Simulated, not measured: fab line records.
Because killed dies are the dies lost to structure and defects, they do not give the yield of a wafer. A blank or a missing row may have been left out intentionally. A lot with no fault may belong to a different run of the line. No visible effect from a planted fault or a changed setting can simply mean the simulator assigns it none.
fab line records	flow nand_harc
record lots=12	wafers=36	last_day=33
route steps=1302 shown A_CHANNEL_HOLE_D1@487 A_CHANNEL_FILL_D1@509 A_ONON_D2@566 A_CHANNEL_HOLE_D2@593
lots that met no fault: taken from a fault-free run of the same line
start_h: hours from the record's first day to the start of the lot's first wafer shown	wait_h: how many hours have passed since the lot's step before this one	" as in the row above	L1.1+2: one row covering several wafers at once	- either no value or no given start	* or withheld: withheld	< > ~ a bound
route shown NAME@n: names a module that has steps shown in the file, with the first one's number in the route	usual: mean/standard deviation of fault-free wafers	same: alike in all rows	chamber/n: place in a boat	sites: readings site by site	_std_site: the values' standard deviation	_edge_site: inner sites' mean taken away from outer sites' mean	radius_mm: for every site, how far away it sits from the centre of the wafer	mask NAME#n: copy n	behind: tool/chamber where the wafer was last shaped	hold: what put the lot on hold/how long, in hours/how the hold closed	device: which transistor (n, p or np) failed to switch	end of line: tests of these same wafers at the route's end	a step with no rows: only its recipe	killed: the dies lost at the first sort to structure and to defects; this is not the yield of the wafer	map: dies across one wafer; x = killed, . = not, _ = none there
set.NAME: the setting the step ran with; set.NAME@STEP: the setting that earlier step ran with	model.NAME: the simulator's own value behind a step, which no gauge read
a sample of lots followed through the steps of the route, with each step as a table and each wafer as a row
services: when a tool's chamber went out of use (start_h, in hours from the record's first day, below 0 if earlier), for how many hours, and the reason
## steps
# step NHARC_A_CHANNEL_HOLE_D1_CD_MEAS_30
# usual cd_nm=89.5/1
lot.wafer	tool	chamber	start_h	wait_h	cd_nm
L822.3	cd_sem-01	-	192.45	-	90.2
L822.5	"	-	"	"	88.2
L822.6	"	-	"	"	88.9
L823.2	cd_sem-01	-	192.82	-	87.9
L823.3	"	-	"	"	89.2
L823.6	"	-	"	"	89.4
L824.1	cd_sem-03	-	206.98	-	88.3
L824.4	"	-	"	"	90.6
L824.6	"	-	"	"	89.2
L834.2	cd_sem-02	-	302.58	-	87.2
L834.3	"	-	"	"	91.4
L834.5	"	-	"	"	90.1
L835.2	cd_sem-01	-	315.52	-	91.2
L835.4	"	-	"	"	90.2
L835.5	"	-	"	"	91.2
L837.2	cd_sem-02	-	343.66	-	90.6
L837.5	"	-	"	"	88.0
L837.6	"	-	"	"	89.1
L839.1	cd_sem-01	-	355.49	-	90.0
L839.5	"	-	"	"	91.1
L839.6	"	-	"	"	91.2
L840.2	cd_sem-02	-	368.49	-	88.1
L840.3	"	-	"	"	89.6
L840.4	"	-	"	"	89.8
L841.1	cd_sem-01	-	378.36	-	89.5
L841.4	"	-	"	"	91.1
L841.6	"	-	"	"	90.0
L842.2	cd_sem-01	-	394.19	-	90.0
L842.3	"	-	"	"	89.8
L842.6	"	-	"	"	88.5
L844.1	cd_sem-02	-	406.35	-	89.2
L844.2	"	-	"	"	88.5
L844.6	"	-	"	"	87.7
L845.1	cd_sem-03	-	414.06	-	89.9
L845.2	"	-	"	"	91.0
L845.5	"	-	"	"	91.5
# step NHARC_A_CHANNEL_FILL_D1_STRIP_29
# recipe time_s=20	o2_flow_sccm=500	ar_flow_sccm=0	bias_w=0	chemistry=O2
# usual drypump_motor_current_A=5.5/0.35	oes_product_au=0.996/0.0099	rf_vpp_V=57.7/0.89	showerhead_plenum_p_Torr=3.51/0.16	throttle_valve_pct=17.036/0.0088
# same time_s=20
lot.wafer	tool	chamber	start_h	wait_h	drypump_motor_current_A	oes_product_au	rf_hours_counter_h	rf_vpp_V	showerhead_plenum_p_Torr	throttle_valve_pct
L823.2	rie_diel-01	2	-	-	6.2	1.007	1.0	58.1	3.63	17.036
L823.3	"	1	"	"	5.6	1.010	1.1	57.9	3.54	17.039
L823.6	"	2	"	"	6.2	1.012	-	59.9	3.63	17.035
L822.3	rie_diel-04	0	236.55	0.2	5.2	1.005	2.0	57.6	3.59	17.063
L822.6	"	1	"	"	5.6	1.002	-	57.9	3.33	17.042
L822.5	"	3	"	"	5.2	1.001	-	57.9	3.78	17.023
L824.1	rie_diel-01	3	-	-	5.3	0.979	1.9	58.4	3.30	17.045
L824.4	"	2	"	"	6.2	1.000	1.8	57.5	3.63	17.049
L824.6	"	0	"	"	5.0	1.007	-	57.2	3.64	17.051
L834.2	rie_diel-01	3	-	-	5.3	0.990	7.4	57.2	3.29	17.038
L834.3	"	0	"	"	5.0	0.999	8.1	57.5	3.63	17.039
L834.5	"	1	"	"	5.6	1.002	-	57.2	3.53	17.038
L835.4	rie_diel-01	1	-	-	5.7	1.005	8.2	58.7	3.53	17.034
L835.2	"	3	"	"	5.3	0.999	7.6	57.1	3.29	17.029
L835.5	"	1	"	"	5.6	0.997	-	57.6	3.53	17.040
L837.2	rie_diel-04	0	383.62	0.1	5.2	0.992	1.4	57.4	3.59	17.047
L837.6	"	2	"	"	5.8	0.984	-	57.1	3.31	17.042
L837.5	"	0	"	"	5.2	0.994	-	57.8	3.59	17.053
L839.1	rie_diel-01	3	-	-	5.3	1.003	0.7	58.2	3.29	17.031
L839.6	"	3	"	"	5.2	0.987	-	58.0	3.29	17.028
L839.5	"	0	"	"	5.0	0.986	-	57.8	3.63	17.040
L840.2	rie_diel-01	2	-	-	6.2	0.988	1.4	57.7	3.62	17.025
L840.4	"	3	"	"	5.3	0.982	1.2	58.4	3.29	17.047
L840.3	"	1	"	"	5.6	0.985	1.3	57.5	3.53	17.040
L841.1	rie_diel-04	2	-	-	5.9	0.989	3.1	57.6	3.31	17.044
L841.4	"	0	"	"	5.2	1.001	2.7	58.2	3.59	17.033
L841.6	"	2	"	"	5.8	0.988	-	57.1	3.31	17.033
L842.2	rie_diel-04	1	-	-	5.5	0.992	2.3	56.6	3.32	17.026
L842.3	"	2	"	"	5.8	0.970	4.7	56.5	3.31	17.036
L842.6	"	1	"	"	5.5	0.991	-	58.4	3.32	17.042
L844.2	rie_diel-01	0	-	-	5.1	1.001	2.9	57.1	3.63	17.042
L844.1	"	2	"	"	6.2	0.974	3.6	56.7	3.62	17.032
L844.6	"	3	"	"	5.2	0.989	-	57.3	3.29	17.034
L845.1	rie_diel-04	3	-	-	5.2	0.992	5.0	57.4	3.78	17.023
L845.2	"	0	"	"	5.2	1.009	4.2	58.2	3.59	17.027
L845.5	"	0	"	"	5.2	1.004	-	55.9	3.59	17.039
# step NHARC_A_ONON_D2_DEP_33
# recipe target_thk_a=2000	temp_c=400	pressure_torr=6.5	rf_w=900	teos_flow_sccm=161.4	flow_sccm=2650	target_thk_nm=200	gas=O2	material=SiO2
# usual heater_power_w=551/110	mfc_precursor_sccm=161.4/0.46	rf_fwd_power_W=898.1/3	throttle_valve_pct=15.9/0.54
lot.wafer	tool	chamber	start_h	wait_h	heater_power_w	mfc_precursor_sccm	rf_fwd_power_W	throttle_valve_pct
L823.3	pecvd-02	1	291.33	0.1	606	162.2	897.3	16.7
L823.2	"	2	"	"	661	161.4	903.1	15.3
L823.6	"	2	"	"	703	161.4	899.4	15.4
L822.3	pecvd-04	1	291.38	0.1	515	161.4	894.5	15.6
L822.5	"	1	"	"	511	160.9	900.6	15.3
L822.6	"	2	"	"	608	161.5	896.7	16.2
L824.1	pecvd-01	0	309.57	0.1	520	162.3	892.0	16.3
L824.6	"	2	"	"	662	161.4	897.4	15.3
L824.4	"	1	"	"	569	161.4	902.3	15.1
L834.3	pecvd-04	1	408.76	0.1	434	131.8	895.8	15.3
L834.2	"	0	"	"	553	131.1	898.5	15.4
L834.5	"	2	"	"	504	131.6	896.7	16.1
L835.2	pecvd-04	1	409.03	0.3	511	132.3	899.2	15.5
L835.4	"	2	"	"	593	131.6	894.7	16.1
L835.5	"	0	"	"	411	131.8	900.1	15.1
L837.2	pecvd-01	1	435.77	0.1	595	162.0	895.7	15.1
L837.5	"	1	"	"	623	161.4	893.8	15.1
L837.6	"	2	"	"	659	161.8	898.5	15.1
L839.1	pecvd-01	1	453.55	0.1	648	161.7	896.4	15.3
L839.5	"	1	"	"	642	161.8	890.6	15.4
L839.6	"	2	"	"	613	161.4	898.6	15.2
L840.3	pecvd-01	2	473.61	0.1	662	161.8	897.0	14.8
L840.2	"	0	"	"	532	161.4	899.5	16.3
L840.4	"	1	"	"	660	161.9	899.1	15.2
L841.1	pecvd-02	2	477.80	0.1	736	161.2	894.5	15.7
L841.6	"	0	"	"	386	161.6	899.8	16.1
L841.4	"	2	"	"	569	161.3	897.4	15.9
L842.2	pecvd-02	1	494.49	0.1	640	161.6	894.1	16.3
L842.3	"	2	"	"	646	161.0	896.1	16.1
L842.6	"	1	"	"	652	162.2	900.9	16.1
L844.1	pecvd-02	1	503.77	0.1	610	161.4	898.8	16.3
L844.2	"	0	"	"	401	162.2	893.4	16.1
L844.6	"	2	"	"	733	161.4	900.0	15.5
L845.2	pecvd-02	2	511.14	0.1	694	162.1	898.6	15.7
L845.1	"	1	"	"	577	161.3	894.0	16.3
L845.5	"	2	"	"	725	161.3	901.3	15.7
# step NHARC_A_ONON_D2_THK_MEAS_34
# recipe thk_meas_gauge=ellipsometry
# usual thk_nm=199.5/2.6
lot.wafer	tool	chamber	start_h	wait_h	thk_nm
L822.3	film_metro-02	-	291.74	-	199.0
L822.5	"	-	"	"	201.4
L822.6	"	-	"	"	200.9
L823.2	film_metro-01	-	291.75	-	194.8
L823.3	"	-	"	"	195.1
L823.6	"	-	"	"	198.1
L824.1	film_metro-02	-	309.94	-	198.7
L824.4	"	-	"	"	203.3
L824.6	"	-	"	"	198.8
L834.2	film_metro-01	-	409.18	-	163.7
L834.3	"	-	"	"	162.0
L834.5	"	-	"	"	163.2
L835.2	film_metro-02	-	409.45	-	163.6
L835.4	"	-	"	"	163.0
L835.5	"	-	"	"	161.9
L837.2	film_metro-01	-	436.18	-	198.4
L837.5	"	-	"	"	202.1
L837.6	"	-	"	"	199.3
L839.1	film_metro-02	-	453.97	-	198.7
L839.5	"	-	"	"	204.4
L839.6	"	-	"	"	199.8
L840.2	film_metro-01	-	473.98	-	195.2
L840.3	"	-	"	"	199.6
L840.4	"	-	"	"	202.4
L841.1	film_metro-02	-	478.13	-	195.7
L841.4	"	-	"	"	199.8
L841.6	"	-	"	"	200.4
L842.2	film_metro-02	-	494.91	-	195.5
L842.3	"	-	"	"	198.3
L842.6	"	-	"	"	201.7
L844.1	film_metro-02	-	504.19	-	198.8
L844.2	"	-	"	"	195.5
L844.6	"	-	"	"	201.2
L845.1	film_metro-01	-	511.55	-	200.8
L845.2	"	-	"	"	196.9
L845.5	"	-	"	"	200.5
# step NHARC_A_CHANNEL_HOLE_D2_ETCH_21
# recipe bias_v=3000	source_w=withheld	pressure_mtorr=20	time_s=514.3	ar_flow_sccm=375	c4f8_flow_sccm=89.3	o2_flow_sccm=35.7	temp_c=-20	target_depth_a=16000	chemistry=C4F8/O2/Ar
# usual drypump_motor_current_A=5.31/0.21	showerhead_plenum_p_Torr=3.69/0.12	throttle_valve_pct=32.154/0.0087
# same time_s=514.3
lot.wafer	tool	chamber	start_h	wait_h	drypump_motor_current_A	rf_hours_counter_h	showerhead_plenum_p_Torr	throttle_valve_pct
L822.3	har_etch-01	0	301.22	0.3	5.25	-	3.70	32.152
L822.5	"	0	"	"	5.26	-	3.70	32.153
L822.6	"	1	"	"	5.09	-	3.65	32.164
L823.2	har_etch-02	1	302.41	0.3	5.24	368	3.40	32.146
L823.3	"	1	"	"	5.26	-	3.40	32.160
L823.6	"	0	"	"	5.67	-	3.73	32.152
L824.1	har_etch-02	1	314.54	0.3	5.23	371	3.40	32.152
L824.4	"	0	"	"	5.63	-	3.72	32.148
L824.6	"	0	"	"	5.62	-	3.72	32.148
L834.2	har_etch-01	1	413.74	0.3	5.09	226	3.61	32.153
L834.3	"	0	"	"	5.22	-	3.66	32.166
L834.5	"	0	"	"	5.23	-	3.66	32.154
L835.2	har_etch-02	0	415.76	0.3	5.63	12	3.70	32.151
L835.4	"	1	"	"	5.24	-	3.92	32.143
L835.5	"	1	"	"	5.27	-	3.92	32.154
L837.2	har_etch-01	0	440.87	0.3	5.22	241	3.65	32.138
L837.5	"	1	"	"	5.11	-	3.60	32.159
L837.6	"	0	"	"	5.23	-	3.65	32.151
L839.1	har_etch-02	0	466.71	0.3	5.66	35	3.69	32.149
L839.5	"	0	"	"	5.66	-	3.69	32.152
L839.6	"	1	"	"	5.24	-	3.91	32.149
L840.2	har_etch-02	0	482.61	0.3	5.68	50	3.68	32.158
L840.3	"	0	"	"	5.66	-	3.68	32.154
L840.4	"	1	"	"	5.21	-	3.90	32.156
L841.1	har_etch-02	0	486.76	0.3	5.66	54	3.67	32.153
L841.4	"	0	"	"	5.62	-	3.68	32.166
L841.6	"	1	"	"	5.26	-	3.90	32.148
L842.2	har_etch-01	0	499.37	0.3	5.24	276	3.63	32.135
L842.3	"	1	"	"	5.09	-	3.59	32.162
L842.6	"	0	"	"	5.23	-	3.63	32.151
L844.1	har_etch-01	1	512.31	0.3	5.10	284	3.58	32.164
L844.2	"	0	"	"	5.25	284	3.63	32.156
L844.6	"	0	"	"	5.24	-	3.63	32.168
L845.1	har_etch-01	1	517.36	0.3	5.10	288	3.58	32.154
L845.2	"	0	"	"	5.23	288	3.63	32.151
L845.5	"	0	"	"	5.24	-	3.63	32.137
## services
tool	chamber	start_h	hours	kind
pecvd-02	-	227.14	13.0	pm
rie_diel-04	2	235.87	5.6	repair
rie_diel-04	1	236.76	4.6	repair
rie_diel-01	0	247.16	2.2	repair
pecvd-02	1	254.12	22.1	repair
pecvd-01	1	263.91	3.4	repair
pecvd-01	-	271.90	1.0	repair
rie_diel-01	2	274.21	32.6	repair
pecvd-01	-	276.31	2.0	repair
rie_diel-01	0	287.67	1.6	repair
rie_diel-04	2	298.19	2.4	repair
pecvd-01	-	311.18	13.0	pm
rie_diel-04	0	312.23	18.8	repair
pecvd-02	-	316.58	1.1	repair
pecvd-01	-	344.86	1.8	repair
rie_diel-04	-	354.90	9.0	pm
rie_diel-04	1	371.15	31.6	repair
rie_diel-01	-	380.80	9.0	pm
har_etch-02	-	381.63	17.0	pm
rie_diel-04	-	399.13	1.2	repair
pecvd-02	-	408.14	13.0	pm
rie_diel-01	-	422.73	1.2	repair
pecvd-02	1	461.45	2.0	repair
pecvd-01	-	492.18	13.0	pm
## key
first_sign step=NHARC_A_ONON_D2_DEP_33	reading=mfc_precursor_sccm	direction=down	sigmas=65	usual=161.4	struck=131.7
effect step=NHARC_A_ONON_D2_THK_MEAS_34	reading=thk_nm	direction=down	sigmas=14	usual=199.5	struck=162.9
met_at NHARC_A_ONON_D2_DEP_33
struck_lots L834,L835
tester_left_out L834,L835
not_acting_at NHARC_A_CHANNEL_HOLE_D1_CD_MEAS_30,NHARC_A_CHANNEL_FILL_D1_STRIP_29,NHARC_A_CHANNEL_HOLE_D2_ETCH_21
onset_between 291.38 408.76
fault kind=process_parameter_drift	tool=pecvd-04	chamber=-	onset_h=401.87	steps=NHARC_A_ONON_D2_DEP_33	channel=teos_flow_sccm	offset=*	shape=step	end_h=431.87	acts_in=*	stated=*
# tester_left_out: of these lots the tester's yield and bins aren't shown, on N5 and GAA mostly nor the transistor test; their killed dies are dies lost to structure and defects alone, not to doping, threshold or leakage, so they don't give the yield
